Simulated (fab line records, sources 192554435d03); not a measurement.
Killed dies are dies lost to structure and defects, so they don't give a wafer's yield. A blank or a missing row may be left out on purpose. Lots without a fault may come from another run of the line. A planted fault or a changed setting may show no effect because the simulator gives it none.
fab line records | flow n5_finfet
record lots=7 wafers=21
route steps=1938 shown ZERO_LAYER@9 WELL_APT@40 FIN_SAQP@108 FIN_CUT@173 SPACER0@260 SD_EPI_N@268
start_h: hours from the record's first day to the start of the lot's first wafer shown | wait_h: hours since the lot's step before | " the same as in the row above | L1.1+2: a row that stands for several wafers | - no value, or no start given | * or withheld: withheld | < > ~ a bound
route shown NAME@n: a module of which the file shows steps, and the number in the route of the first | usual: mean/standard deviation of fault-free wafers | same: alike in all rows | chamber/n: place in a boat | sites: the reading at each site | _std_site: their standard deviation | _edge_site: outer sites' mean less inner sites' | radius_mm: how far each site lies from the wafer's centre | mask NAME#n: copy n | behind: the tool/chamber that last shaped the wafer | hold: why the lot was held/for how many hours/how that ended | device: the transistor (n, p or np) that didn't switch | end of line: the same wafers' tests at the end of the route | a step without rows: its recipe alone | killed: dies lost to structure and defects at the first sort, not the wafer's yield | map: a wafer's dies, x killed, . not, _ none there
set.NAME: the setting as run; set.NAME@STEP: as run at that earlier step | model.NAME: the simulator's own value behind a step, which no gauge read
lots whose settings were changed on purpose; a table a step, a row a wafer
## steps
# step N5_ZERO_LAYER_EXPOSE_08
# recipe mask_id=ZERO na=0.55 source_shape=conventional sigma_outer=0.8 polarization=unpolarized defocus_nm=0 target_cd_nm=2000 dose_mj=16.2
# columns lot.wafer tool chamber start_h wait_h mask set.dose_mj
L079.1+2+6 krf_scanner-01 0 42.46 - ZERO#0 16.2
L081.3 krf_scanner-01 0 54.48 - ZERO#0 17.33
L081.5+6 " 0 " " ZERO#0 16.2
L082.1 krf_scanner-02 0 60.59 - ZERO#0 15.38
L082.2+3 " 0 " " ZERO#0 16.2
L086.3+5+6 krf_scanner-02 0 84.60 - ZERO#0 16.2
L088.1+2+4 krf_scanner-02 0 96.51 - ZERO#0 16.2
L093.3 krf_scanner-02 0 126.60 - ZERO#0 16.2
L093.4+5 " 0 " " ZERO#0 16.95
L095.1 krf_scanner-01 0 138.46 - ZERO#0 17.14
L095.2+4 " 0 " " ZERO#0 16.2
# step N5_ZERO_LAYER_DEVELOP_10
# recipe develop_time_s=60 rinse_liquid=diw dry=air_spin dev_temp_c=21
# columns lot.wafer tool chamber start_h wait_h set.develop_time_s
L079.1 litho_track-05 0 - - 66.43
L079.2+6 " 0 " " 60
L081.3+5+6 litho_track-03 0 - - 60
L082.1+2+3 litho_track-05 0 - - 60
L086.3+5+6 litho_track-05 0 - - 60
L088.1+2+4 litho_track-03 0 - - 60
L093.3 litho_track-03 0 - - 60
L093.4+5 " 0 " " 56.46
L095.1+2+4 litho_track-05 0 - - 60
# step N5_ZERO_LAYER_HARDBAKE_23
# recipe temp_c=130 time_s=120
# step N5_ZERO_LAYER_CD_MEAS_11
# recipe target_cd_nm=2000 landing_energy_ev=500 detector=se_inlens
# usual cd_nm=2000.5/1.5
# columns lot.wafer tool chamber start_h wait_h set.dose_mj@ZERO_LAYER_EXPOSE_08 cd_nm
L079.1 cd_sem-02 0 42.64 - 16.2 2003.6
L079.2 " 0 " " 16.2 1999.7
L079.6 " 0 " " 16.2 1998.4
L081.3 cd_sem-02 0 54.65 - 17.33 2012.9
L081.5 " 0 " " 16.2 2000.3
L081.6 " 0 " " 16.2 1999.7
L082.1 cd_sem-02 0 60.77 - 15.38 1991.4
L082.2 " 0 " " 16.2 2000.9
L082.3 " 0 " " 16.2 2003.1
L086.3 cd_sem-02 0 84.77 - 16.2 2002.4
L086.5 " 0 " " 16.2 2002.3
L086.6 " 0 " " 16.2 2003.4
L088.1 cd_sem-02 0 96.68 - 16.2 1998.0
L088.2 " 0 " " 16.2 1997.3
L088.4 " 0 " " 16.2 1998.9
L093.3 cd_sem-02 0 126.77 - 16.2 1998.1
L093.4 " 0 " " 16.95 2007.7
L093.5 " 0 " " 16.95 2008.3
L095.1 cd_sem-03 0 138.64 - 17.14 2012.2
L095.2 " 0 " " 16.2 1999.0
L095.4 " 0 " " 16.2 1999.6
# step N5_ZERO_LAYER_DESCUM_16
# recipe chemistry=O2 time_s=7.9 source_power_w=50 bias_power_w=20 pressure_mtorr=20 rf_frequency_hz=2.712e+07 temp_c=40 o2_flow_sccm=225
# columns lot.wafer tool chamber start_h wait_h set.dose_mj@ZERO_LAYER_EXPOSE_08 model.ZERO_LAYER.cd_nm
L079.1 rie_diel-03 1 42.72 0.1 16.2 2003
L079.2 " 0 " " 16.2 1999
L079.6 " 1 " " 16.2 1998
L081.3 rie_diel-03 0 54.69 0.0 17.33 2013
L081.5+6 " 2,3 " " 16.2 2000
L082.1 rie_diel-02 0 60.80 0.0 15.38 1992
L082.2 " 2 " " 16.2 2001
L082.3 " 3 " " 16.2 2003
L086.3 rie_diel-05 3 84.80 0.0 16.2 -
L086.5 " 0 " " 16.2 2003
L086.6 " 3 " " 16.2 2004
L088.1 rie_diel-02 3 97.36 0.7 16.2 1998
L088.2 " 0 " " 16.2 1997
L088.4 " 2 " " 16.2 1999
L093.3 rie_diel-03 2 126.91 0.1 16.2 1998
L093.4+5 " 0,2 " " 16.95 2008
L095.1 rie_diel-02 1 138.91 0.3 17.14 2012
L095.2 " 0 " " 16.2 1999
L095.4 " 2 " " 16.2 2000
# step N5_WELL_APT_PEB_23
# recipe peb_temp_c=130 peb_time_s=90
# columns lot.wafer tool chamber start_h wait_h set.peb_time_s
L079.1 litho_track-02 0 45.31 0.1 90
L079.2+6 " 0 " " 84.64
L081.3+5+6 litho_track-03 0 57.07 0.0 90
L082.1+2 litho_track-03 0 62.93 0.1 90
L082.3 " 0 " " 102.6
L086.3+5+6 litho_track-03 0 86.84 0.0 90
L088.1 litho_track-03 0 99.39 0.1 79.09
L088.2+4 " 0 " " 90
L093.3+4 litho_track-02 0 128.92 0.0 90
L093.5 " 0 " " 106.8
L095.1 litho_track-02 0 140.96 0.1 90
L095.2+4 " 0 " " 71.59
# step N5_WELL_APT_DEVELOP_24
# recipe develop_time_s=45 rinse_liquid=surfactant_rinse dry=air_spin dev_temp_c=21
# step N5_WELL_APT_HARDBAKE_29
# recipe temp_c=130 time_s=120
# step N5_WELL_APT_CD_MEAS_25
# recipe target_cd_nm=200 landing_energy_ev=500 detector=se_inlens
# usual cd_nm=200.0/1.7
# columns lot.wafer tool chamber start_h wait_h set.peb_time_s@WELL_APT_PEB_23 cd_nm
L079.1 cd_sem-01 0 45.42 - 90 198.1
L079.2 " 0 " " 84.64 196.9
L079.6 " 0 " " 84.64 194.2
L081.3 cd_sem-03 0 57.18 - 90 200.8
L081.5 " 0 " " 90 204.1
L081.6 " 0 " " 90 199.5
L082.1 cd_sem-03 0 63.05 - 90 201.1
L082.2 " 0 " " 90 199.7
L082.3 " 0 " " 102.6 205.1
L086.3 cd_sem-02 0 86.96 - 90 201.2
L086.5 " 0 " " 90 202.0
L086.6 " 0 " " 90 204.1
L088.1 cd_sem-02 0 99.51 - 79.09 190.9
L088.2 " 0 " " 90 199.0
L088.4 " 0 " " 90 199.3
L093.3 cd_sem-02 0 129.04 - 90 201.8
L093.4 " 0 " " 90 202.5
L093.5 " 0 " " 106.8 207.1
L095.1 cd_sem-03 0 141.09 - 90 203.4
L095.2 " 0 " " 71.59 193.2
L095.4 " 0 " " 71.59 194.3
# step N5_WELL_APT_DESCUM_30
# recipe chemistry=O2 time_s=7.9 source_power_w=50 bias_power_w=20 pressure_mtorr=20 rf_frequency_hz=2.712e+07 temp_c=40 o2_flow_sccm=225
# columns lot.wafer tool chamber start_h wait_h set.peb_time_s@WELL_APT_PEB_23 model.WELL_APT.cd_nm
L079.1 rie_diel-01 1 45.86 0.4 90 198.1
L079.2 " 2 " " 84.64 196.9
L079.6 " 2 " " 84.64 193.9
L081.3 rie_diel-06 2 57.27 0.0 90 201
L081.5 " 1 " " 90 203.9
L081.6 " 2 " " 90 199.8
L082.1 rie_diel-04 2 63.14 0.0 90 200.7
L082.2 " 3 " " 90 199.4
L082.3 " 0 " " 102.6 205.1
L086.3 rie_diel-04 3 87.44 0.4 90 201.3
L086.5 " 3 " " 90 202.4
L086.6 " 0 " " 90 204
L088.1 rie_diel-06 1 99.59 0.0 79.09 191.3
L088.2 " 2 " " 90 198.6
L088.4 " 2 " " 90 202.3
L093.3 rie_diel-01 3 129.12 0.0 90 201.9
L093.4 " 1 " " 90 202
L093.5 " 2 " " 106.8 206.6
L095.1 rie_diel-06 1 141.18 0.0 90 203.1
L095.2 " 2 " " 71.59 193.3
L095.4 " 0 " " 71.59 194.6
# step N5_FIN_SAQP_EXPOSE_13
# recipe mask_id=FIN_CORE na=1.35 source_shape=dipole sigma_inner=0.538 sigma_outer=0.738 polarization=te target_cd_nm=35.6 dose_mj=63.25
# columns lot.wafer tool chamber start_h wait_h mask set.dose_mj
L079.1+6 arfi_scanner-03 0 53.90 - FIN_CORE#0 65.12
L079.2 " 0 " " FIN_CORE#0 63.25
L081.3+5+6 arfi_scanner-01 0 64.26 - FIN_CORE#0 63.25
L082.1+2+3 arfi_scanner-03 0 70.51 - FIN_CORE#0 63.25
L086.3+5+6 arfi_scanner-03 0 95.03 - FIN_CORE#0 63.25
L088.1+2 arfi_scanner-01 0 106.44 - FIN_CORE#0 60.41
L088.4 " 0 " " FIN_CORE#0 63.25
L093.3+5 arfi_scanner-03 0 136.88 - FIN_CORE#0 61.38
L093.4 " 0 " " FIN_CORE#0 63.25
L095.1+2 arfi_scanner-01 0 147.81 - FIN_CORE#0 61.31
L095.4 " 0 " " FIN_CORE#0 63.25
# step N5_FIN_SAQP_PEB_14
# recipe peb_temp_c=withheld peb_time_s=60 resist=CAR-ArF
# step N5_FIN_SAQP_DEVELOP_15
# recipe develop_time_s=30 developer=TMAH resist=CAR-ArF dev_temp_c=23 rinse_liquid=diw dry=air_spin
# step N5_FIN_SAQP_CD_MEAS_16
# recipe target_cd_nm=35.6 landing_energy_ev=500 detector=se_inlens
# usual cd_nm=35.62/0.27
# columns lot.wafer tool chamber start_h wait_h set.dose_mj@FIN_SAQP_EXPOSE_13 cd_nm
L079.1 cd_sem-03 0 54.04 - 65.12 35.09
L079.2 " 0 " " 63.25 35.80
L079.6 " 0 " " 65.12 34.69
L081.3 cd_sem-03 0 64.38 - 63.25 35.35
L081.5 " 0 " " 63.25 35.35
L081.6 " 0 " " 63.25 35.95
L082.1 cd_sem-02 0 70.64 - 63.25 35.58
L082.2 " 0 " " 63.25 36.06
L082.3 " 0 " " 63.25 35.48
L086.3 cd_sem-03 0 95.15 - 63.25 35.42
L086.5 " 0 " " 63.25 35.73
L086.6 " 0 " " 63.25 35.47
L088.1 cd_sem-03 0 106.56 - 60.41 36.83
L088.2 " 0 " " 60.41 36.74
L088.4 " 0 " " 63.25 35.23
L093.3 cd_sem-03 0 137.00 - 61.38 36.17
L093.4 " 0 " " 63.25 35.36
L093.5 " 0 " " 61.38 36.08
L095.1 cd_sem-02 0 147.93 - 61.31 36.59
L095.2 " 0 " " 61.31 36.69
L095.4 " 0 " " 63.25 35.76
# step N5_FIN_CUT_CUT_ETCH_26
# recipe chemistry=CH3F/O2 target=SiNx target_depth_a=390 mask_material=SOC time_s=55.7 pressure_mtorr=30 source_w=395 bias_w=73 Ar_flow_sccm=150 CH3F_flow_sccm=30 O2_flow_sccm=20 ion_energy_ev=120
# usual rf_vpp_V=296/4.5
# columns lot.wafer tool chamber start_h wait_h set.source_w rf_vpp_V model.etch.depth_nm
L079.1 rie_diel-05 2 60.09 0.0 395 302 39.07
L079.2 " 3 " " 330 317 37.08
L079.6 " 1 " " 330 322 35.4
L081.3 rie_diel-05 2 69.67 0.0 353.7 319 37.19
L081.5 " 2 " " 353.7 319 37.42
L081.6 " 3 " " 395 290 39.56
L082.1 rie_diel-05 1 76.81 0.0 395 293 38.41
L082.2 " 0 " " 395 299 38.64
L082.3 " 2 " " 358.2 318 37.59
L086.3 rie_diel-03 2 101.69 0.0 395 293 38.69
L086.5 " 2 " " 395 292 38.83
L086.6 " 1 " " 395 294 39.7
L088.1 rie_diel-02 3 112.48 0.0 395 305 39.2
L088.2 " 0 " " 395 303 39.7
L088.4 " 0 " " 343.9 323 37.73
L093.3 rie_diel-05 1 143.16 0.0 395 293 37.78
L093.4 " 2 " " 395 302 38.98
L093.5 " 2 " " 395 302 38.88
L095.1 rie_diel-03 1 155.13 0.0 324.7 323 36.03
L095.2 " 0 " " 324.7 321 35.87
L095.4 " 0 " " 395 293 38.92
# step N5_SPACER0_ALD_08
# recipe material=SiNx target_thk_a=20 temp_c=400 ald_precursor_family=SiH2I2 ald_co_reactant=N2/H2-plasma pressure_torr=2
# columns lot.wafer tool chamber start_h wait_h set.target_thk_a
L079.1+6 ald_sin-01 0,1 83.22 0.1 22.59
L079.2 " 3 " " 20
L081.3 ald_sin-03 3 93.33 0.1 22.06
L081.5+6 " 0,1 " " 20
L082.1+2 ald_sin-04 3,0 96.46 0.1 20
L082.3 " 2 " " 22.16
L086.3+5+6 ald_sin-03 1,0,3 121.95 0.1 20
L088.1 ald_sin-04 2 133.01 0.1 20
L088.2+4 " 1,0 " " 19.28
L093.3+4+5 ald_sin-01 1,0,0 162.85 0.1 20
L095.1+2+4 ald_sin-01 1,2,3 175.18 0.1 20
# step N5_SD_EPI_N_PEB_07
# recipe peb_temp_c=110 peb_time_s=60 resist=CAR-ArF-block
# columns lot.wafer tool chamber start_h wait_h set.peb_temp_c
L079.1+2 litho_track-04 0 83.71 0.1 110
L079.6 " 0 " " 112.2
L081.3 litho_track-04 0 93.70 0.0 110
L081.5+6 " 0 " " 112.1
L082.1+3 litho_track-02 0 96.95 0.1 109
L082.2 " 0 " " 110
L086.3+5+6 litho_track-03 0 122.32 0.0 110
L088.1+2 litho_track-02 0 133.50 0.1 110
L088.4 " 0 " " 111.9
L093.3+5 litho_track-04 0 163.22 0.0 112.6
L093.4 " 0 " " 110
L095.1+2 litho_track-03 0 175.54 0.1 111.4
L095.4 " 0 " " 110
# step N5_SD_EPI_N_DEVELOP_08
# recipe develop_time_s=30 developer=TMAH resist=CAR-ArF-block dev_temp_c=23 rinse_liquid=diw dry=air_spin
# step N5_SD_EPI_N_CD_MEAS_09
# recipe target_cd_nm=120 landing_energy_ev=500 detector=se_inlens
# usual cd_nm=119.9/0.54
# columns lot.wafer tool chamber start_h wait_h set.peb_temp_c@SD_EPI_N_PEB_07 cd_nm
L079.1 cd_sem-02 0 83.78 - 110 120.2
L079.2 " 0 " " 110 119.3
L079.6 " 0 " " 112.2 125.6
L081.3 cd_sem-02 0 93.77 - 110 119.6
L081.5 " 0 " " 112.1 124.7
L081.6 " 0 " " 112.1 124.9
L082.1 cd_sem-03 0 97.01 - 109 117.4
L082.2 " 0 " " 110 119.9
L082.3 " 0 " " 109 117.2
L086.3 cd_sem-03 0 122.39 - 110 118.9
L086.5 " 0 " " 110 119.2
L086.6 " 0 " " 110 119.5
L088.1 cd_sem-03 0 133.57 - 110 120.5
L088.2 " 0 " " 110 120.1
L088.4 " 0 " " 111.9 124.3
L093.3 cd_sem-03 0 163.29 - 112.6 126.3
L093.4 " 0 " " 110 120.0
L093.5 " 0 " " 112.6 126.8
L095.1 cd_sem-03 0 175.61 - 111.4 123.8
L095.2 " 0 " " 111.4 123.5
L095.4 " 0 " " 110 121.5
# step N5_SD_EPI_N_DESCUM_14
# recipe chemistry=O2 time_s=7.9 source_power_w=50 bias_power_w=20 pressure_mtorr=20 rf_frequency_hz=2.712e+07 temp_c=40 resist=CAR-ArF-block o2_flow_sccm=225
# columns lot.wafer tool chamber start_h wait_h set.time_s set.peb_temp_c@SD_EPI_N_PEB_07 model.SD_EPI_N.cd_nm
L079.1 rie_diel-04 3 83.86 0.0 7.9 110 119.8
L079.2 " 1 " " 7.123 110 119.4
L079.6 " 1 " " 7.123 112.2 125.2
L081.3 rie_diel-01 0 94.01 0.2 7.9 110 119.8
L081.5 " 2 " " 7.9 112.1 124.8
L081.6 " 0 " " 7.9 112.1 125
L082.1 rie_diel-04 3 97.10 0.0 7.202 109 117
L082.2 " 1 " " 7.202 110 119.6
L082.3 " 0 " " 7.202 109 117.2
L086.3 rie_diel-01 2 123.00 0.6 7.9 110 119
L086.5 " 2 " " 7.9 110 119.2
L086.6 " 3 " " 7.9 110 119.4
L088.1 rie_diel-01 2 133.65 0.0 7.9 110 120.2
L088.2 " 3 " " 7.9 110 119.6
L088.4 " 3 " " 7.9 111.9 124
L093.3 rie_diel-01 1 163.37 0.0 9.259 112.6 126.6
L093.4 " 2 " " 7.9 110 120.2
L093.5 " 1 " " 7.9 112.6 126.4
L095.1 rie_diel-04 2 175.91 0.2 7.9 111.4 124
L095.2 " 3 " " 9.053 111.4 123.4
L095.4 " 0 " " 7.9 110 121.2
# step N5_SD_EPI_N_ETCH_34
# recipe chemistry=CF4 target=SiARC target_depth_a=455 mask_material=CAR-ArF-block time_s=75.8 ion_energy_ev=80 pressure_mtorr=40 source_w=545 bias_w=36 Ar_flow_sccm=100 cf4_flow_sccm=100 ends=cleared
# step N5_SD_EPI_N_ETCH_35
# recipe chemistry=N2/H2 target=SOC overetch_a=1080 mask_material=SiARC temp_c=40 ion_energy_ev=100 source_w=3000 bias_w=133 pressure_mtorr=20 time_s=486 n2_flow_sccm=200 h2_flow_sccm=200
# columns lot.wafer tool chamber start_h wait_h set.peb_temp_c@SD_EPI_N_PEB_07 model.SD_EPI_N.cd_nm
L079.1 rie_diel-04 3 83.96 0.0 110 120
L079.2 " 1 " " 110 119
L079.6 " 1 " " 112.2 124.6
L081.3 rie_diel-01 0 94.10 0.0 110 119
L081.5+6 " 2,0 " " 112.1 124.6
L082.1 rie_diel-04 3 97.19 0.0 109 116.6
L082.2 " 1 " " 110 119.6
L082.3 " 0 " " 109 117.6
L086.3 rie_diel-01 2 123.09 0.0 110 118.6
L086.5 " 2 " " 110 118
L086.6 " 3 " " 110 119
L088.1 rie_diel-01 2 133.75 0.0 110 120.8
L088.2 " 3 " " 110 120.6
L088.4 " 3 " " 111.9 125.2
L093.3 rie_diel-01 1 163.46 0.0 112.6 126.6
L093.4 " 2 " " 110 120
L093.5 " 1 " " 112.6 126.8
L095.1 rie_diel-04 2 176.00 0.0 111.4 124.6
L095.2 " 3 " " 111.4 124
L095.4 " 0 " " 110 120.4
# step N5_SD_EPI_N_ETCH_45
# recipe chemistry=CH3F/O2 target=SiOCN target_depth_a=60 mask_material=SOC ion_energy_ev=60 bias_w=29 pressure_mtorr=15 source_w=410 Ar_flow_sccm=150 CH3F_flow_sccm=30 O2_flow_sccm=20
# columns lot.wafer tool chamber start_h wait_h set.target_depth_a model.etch.depth_nm
L079.1 rie_diel-04 3 84.38 0.1 60 6.062
L079.2 " 1 " " 55.19 5.421
L079.6 " 1 " " 60 5.892
L081.3 rie_diel-01 0 94.53 0.1 60 5.859
L081.5 " 2 " " 60 5.982
L081.6 " 0 " " 60 5.851
L082.1 rie_diel-04 3 97.62 0.1 54.19 5.543
L082.2 " 1 " " 60 5.958
L082.3 " 0 " " 60 6.029
L086.3+5 rie_diel-01 2 123.52 0.1 60 5.996
L086.6 " 3 " " 60 6.017
L088.1 rie_diel-01 2 134.17 0.1 60 6.062
L088.2 " 3 " " 60 6.086
L088.4 " 3 " " 60 6.036
L093.3 rie_diel-01 1 163.89 0.1 53.5 5.414
L093.4 " 2 " " 60 5.995
L093.5 " 1 " " 53.5 5.426
L095.1 rie_diel-04 2 176.42 0.1 60 6.114
L095.2 " 3 " " 66.64 6.73
L095.4 " 0 " " 60 5.95
# step N5_SD_EPI_N_ETCH_16
# recipe chemistry=CHF3/O2 target=SiO2 target_depth_a=50 mask_material=SOC pressure_mtorr=30 source_w=650 bias_w=170 Ar_flow_sccm=200 CHF3_flow_sccm=50 O2_flow_sccm=5 ion_energy_ev=200
# step N5_SD_EPI_N_STRIP_47
# recipe chemistry=CHF3/O2 resist=SiARC rf_frequency_hz=6e+07
# step N5_SD_EPI_N_STRIP_18
# recipe chemistry=SPM time_s=750 temp_c=130 h2so4_h2o2_vol_ratio=4
# step N5_SD_EPI_N_SRD_20
# recipe dry=ipa_marangoni do_ppb=5 time_s=30 temp_c=23 rinse_liquid=diw
# step N5_SD_EPI_N_PRECLEAN_48
# recipe chemistry=NF3:NH3 afs_cycles=2 temp_c=30 time_s=20 sublimation_temp_c=180 sublimation_time_s=60 pressure_torr=3 rf_power_w=30
# columns lot.wafer tool chamber start_h wait_h set.target_thk_a@SPACER0_ALD_08 model.SiNx_of_SPACER0_ALD_08.thk_nm
L079.1+6 epi_rpcvd-03 0 85.00 0.0 22.59 1.6
L079.2 " 0 " " 20 1.2
L081.3 epi_rpcvd-02 0 95.30 0.2 22.06 1.6
L081.5 " 0 " " 20 1.4
L081.6 " 0 " " 20 1.2
L082.1+2 epi_rpcvd-03 0 98.26 0.0 20 1.2
L082.3 " 0 " " 22.16 1.6
L086.3+5+6 epi_rpcvd-01 0 124.31 0.2 20 1.2
L088.1 epi_rpcvd-03 0 134.81 0.0 20 1.4
L088.2+4 " 0 " " 19.28 1.2
L093.3+4+5 epi_rpcvd-03 0 164.69 0.2 20 1.2
L095.1+2 epi_rpcvd-03 0 177.04 0.0 20 1.4
L095.4 " 0 " " 20 1.2
## key
split step=N5_ZERO_LAYER_EXPOSE_08 setting=dose_mj stated=16.2 by=wafer
response step=N5_ZERO_LAYER_CD_MEAS_11 reading=cd_nm change=+2.04 per=1% r=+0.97
response step=N5_ZERO_LAYER_DESCUM_16 reading=model.ZERO_LAYER.cd_nm change=+2.02 per=1% r=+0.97
split step=N5_ZERO_LAYER_DEVELOP_10 setting=develop_time_s stated=60 by=wafer
response none clear
split step=N5_WELL_APT_PEB_23 setting=peb_time_s stated=90 by=wafer
response step=N5_WELL_APT_CD_MEAS_25 reading=cd_nm change=+0.412 per=1% r=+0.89
response step=N5_WELL_APT_DESCUM_30 reading=model.WELL_APT.cd_nm change=+0.411 per=1% r=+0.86
split step=N5_FIN_SAQP_EXPOSE_13 setting=dose_mj stated=63.25 by=wafer
response step=N5_FIN_SAQP_CD_MEAS_16 reading=cd_nm change=-0.312 per=1% r=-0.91
split step=N5_FIN_CUT_CUT_ETCH_26 setting=source_w stated=395 by=wafer
response step=N5_FIN_CUT_CUT_ETCH_26 reading=rf_vpp_V change=-1.65 per=1% r=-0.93
response step=N5_FIN_CUT_CUT_ETCH_26 reading=model.etch.depth_nm change=+0.162 per=1% r=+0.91
split step=N5_SPACER0_ALD_08 setting=target_thk_a stated=20 by=wafer
response step=N5_SD_EPI_N_PRECLEAN_48 reading=model.SiNx_of_SPACER0_ALD_08.thk_nm change=+0.033 per=1% r=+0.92
split step=N5_SD_EPI_N_PEB_07 setting=peb_temp_c stated=110 by=wafer
response step=N5_SD_EPI_N_CD_MEAS_09 reading=cd_nm change=+2.63 per=1% r=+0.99
response step=N5_SD_EPI_N_DESCUM_14 reading=model.SD_EPI_N.cd_nm change=+2.59 per=1% r=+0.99
response step=N5_SD_EPI_N_ETCH_35 reading=model.SD_EPI_N.cd_nm change=+2.77 per=1% r=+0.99
split step=N5_SD_EPI_N_DESCUM_14 setting=time_s stated=7.9 by=wafer
response none clear
split step=N5_SD_EPI_N_ETCH_45 setting=target_depth_a stated=60 by=wafer
response step=N5_SD_EPI_N_ETCH_45 reading=model.etch.depth_nm change=+0.0572 per=1% r=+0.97
